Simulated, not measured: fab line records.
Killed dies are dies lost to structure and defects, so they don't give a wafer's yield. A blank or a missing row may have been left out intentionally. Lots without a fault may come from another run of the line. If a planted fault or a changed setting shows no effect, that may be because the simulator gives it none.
Comparing a struck lot with a sound one    flow n5-finfet    16 steps out of a route of 1938
Sound: the wafers L706.3, L706.5, L706.6. Struck: wafers L717.2, L717.4 (left out: L717.1, a lot-mate that was not struck); the cause follows at the end.
Per side, at each step with rows, come the tool, then ch with its chambers, and then its first start. Under that, the readings that differ: sound wafers    struck wafers    difference of the means    sigmas: that difference in standard deviations of wafers without a fault.
alike: a reading whose means differ by less than 2 such deviations, as well as words and numbers matching on both sides. not compared: withheld readings; readings where some wafer has no value; bounds like >300 that might hide an equal value; numbers whose values overlap and for which the record gives no deviation.
A row with sigmas, a row that says differs or no value, or rows on one side alone: a step with any of these is where the two part. When numbers do not overlap yet have no deviation, they are printed without sigmas and do not part them. Lack of a reading on every wafer of one side parts them only where that side has two or more wafers.

first, 3 steps without rows for these wafers: N5_MOL_CONTACT_COAG_DESCUM_88 (chemistry O2, time 7 s); N5_MOL_CONTACT_COAG_ETCH_89 (etches underlayer in N2/H2, target depth 13 nm, time 10.4 s); N5_MOL_CONTACT_COAG_ETCH_90 (etches SiARC in CF4, target depth 13 nm, time 21.7 s).
N5_MOL_CONTACT_COAG_ALD_131: deposits SiO2, target thk 5 nm, pulse time 1 s, co reactant pulse time 1 s.
  sound on ald-sin-03 ch 0,2,3, day 6 03:31; struck on ald-sin-03 ch 0,2, day 8 22:40
  alike: heater-power-w, precursor-pulse-height-rel
then, 1 step without rows for these wafers: N5_MOL_CONTACT_COAG_ETCHBACK_132 (etches SiO2 in CHF3, target depth 10 nm, time 6.7 s).
N5_MOL_CONTACT_COAG_ETCH_91: etches SOC in N2/H2, target depth 60 nm, overetch 21 nm, time 101.2 s.
  sound on rie-diel-03 ch 2,3, day 6 03:43; struck on rie-diel-03 ch 1, day 8 22:52
reading                 sound           struck     difference  sigmas
throttle-valve-pct (%)  18.1 18.1 17.9  17.2 17.2  -0.8        -3
  alike: drypump-motor-current-A, oes-product-au, rf-fwd-power-W, rf-vpp-V, showerhead-plenum-p-Torr
  not compared: rf-hours-counter-h
then, 2 steps without rows for these wafers: N5_MOL_CONTACT_COAG_STRIP_92 (strips in N2/H2); N5_MOL_CONTACT_COAG_STRIP_93 (strips in N2/H2).
N5_MOL_CONTACT_COAG_ETCHBACK_135: etches SiO2 in CHF3, target depth 25 nm, time 16.7 s.
  sound on rie-diel-03 ch 2,3, day 6 03:49; struck on rie-diel-03 ch 1, day 8 22:58
reading                 sound              struck       difference  sigmas
throttle-valve-pct (%)  18.89 18.89 18.69  18.27 18.27  -0.55       -2
  alike: drypump-motor-current-A, oes-product-au, rf-vpp-V, showerhead-plenum-p-Torr
  not compared: rf-hours-counter-h
then, 1 step without rows for these wafers: N5_MOL_CONTACT_COAG_STRIP_118 (strips in CHF3).
N5_MOL_CONTACT_COAG_VIA_ETCH_46: etches SiO2 in C4F6/O2, target depth 46 nm, overetch 9.2 nm, time 40 s.
  sound on rie-diel-03 ch 2,3, day 6 03:50; struck on rie-diel-03 ch 1, day 8 22:59
  alike: drypump-motor-current-A, oes_f_703_au, oes_o_777_au, oes-product-au, rf-fwd-power-W, rf-vpp-V, showerhead-plenum-p-Torr, throttle-valve-pct
  not compared: rf-hours-counter-h
N5_MOL_CONTACT_COAG_STRIP_96: strips in N2/H2.
  sound on rie-diel-03 ch 2,3, day 6 03:55; struck on rie-diel-03 ch 1, day 8 23:04
reading                 sound           struck     difference  sigmas
throttle-valve-pct (%)  19.3 19.3 19.0  18.1 18.2  -1.1        -3
  alike: drypump-motor-current-A, oes-product-au, rf-vpp-V, showerhead-plenum-p-Torr
  not compared: rf-hours-counter-h
N5_MOL_CONTACT_COAG_ETCH_47: etches SiNx in CH3F/O2, stops on W, target depth 27 nm.
  sound on rie-diel-03 ch 2,3, day 6 03:57; struck on rie-diel-03 ch 1, day 8 23:06
reading                     sound              struck       difference  sigmas
etch-rf-on-time-s (s)       31.1 31.4 31.1     28.7 28.3    -2.7        -3
oes_f_703_au (a.u.)         0.81 0.81 0.70     1.20 1.19    +0.42       +5
oes_o_777_au (a.u.)         0.78 0.80 0.70     1.12 1.11    +0.36       +4
rf-fwd-power-W (W)          388.9 388.2 386.0  482.1 481.4  +94.1       +52
rf-vpp-V (V)                292 292 293        265 266      -27         -4
throttle-valve-pct (%)      16.50 16.50 16.33  15.91 15.91  -0.53       -2
model.etch.t-clear-s (s)    25.91 26.18 25.9   23.89 23.6   -2.25       
model.etch.over-etch-s (s)  5.183 5.236 5.181  4.778 4.721  -0.451      
  alike: drypump-motor-current-A, oes-product-au, showerhead-plenum-p-Torr
  not compared: rf-hours-counter-h
then, 1 step without rows for these wafers: N5_MOL_CONTACT_COAG_STRIP_119 (strips in N2/H2, time 30 s).
-- here the record skips 4 days between the struck wafers' starts before and after, leaving off in module MOL_CONTACT_COAG and picking up in module BEOL_M4 (first step shown: number 1111 of the route) --
N5_BEOL_M4_RC_MEAS_101:
  sound on prober-01 ch 0, day 9 02:13; struck on prober-01 ch 0, day 12 11:18
  alike: DIBL_N, DIBL_P, IOFF_N, IOFF_P, ION_N, ION_P, SS_N, SS_P, VT_N, VT_P
-- the record jumps here: 4 days lie between the struck wafers' starts before and after (it left off in module BEOL_M4 and takes up again in module PASSIVATION, whose first step shown is number 1936 of the route) --
N5_PASSIVATION_PROBE_49:
  sound on prober-01, day 14 01:05; struck on prober-01, day 16 23:10
reading          sound  struck  difference  sigmas
killed-at-other  0 0 1  8 5     +6          +3
  alike: defect-limited-yield, killed_at_M0_to_M3, killed_at_M4_up, killed-at-contacts, killed-at-front-end, killed-dies, killed-open, killed-short, sort_bin_5_function, sort_bin_6_memory, sort-n-pass, sort-yield-pct

== WHERE THEY PART ==
First at N5_MOL_CONTACT_COAG_ETCH_91; last, within this record, at N5_PASSIVATION_PROBE_49.

WHY: what had been put in by the simulator
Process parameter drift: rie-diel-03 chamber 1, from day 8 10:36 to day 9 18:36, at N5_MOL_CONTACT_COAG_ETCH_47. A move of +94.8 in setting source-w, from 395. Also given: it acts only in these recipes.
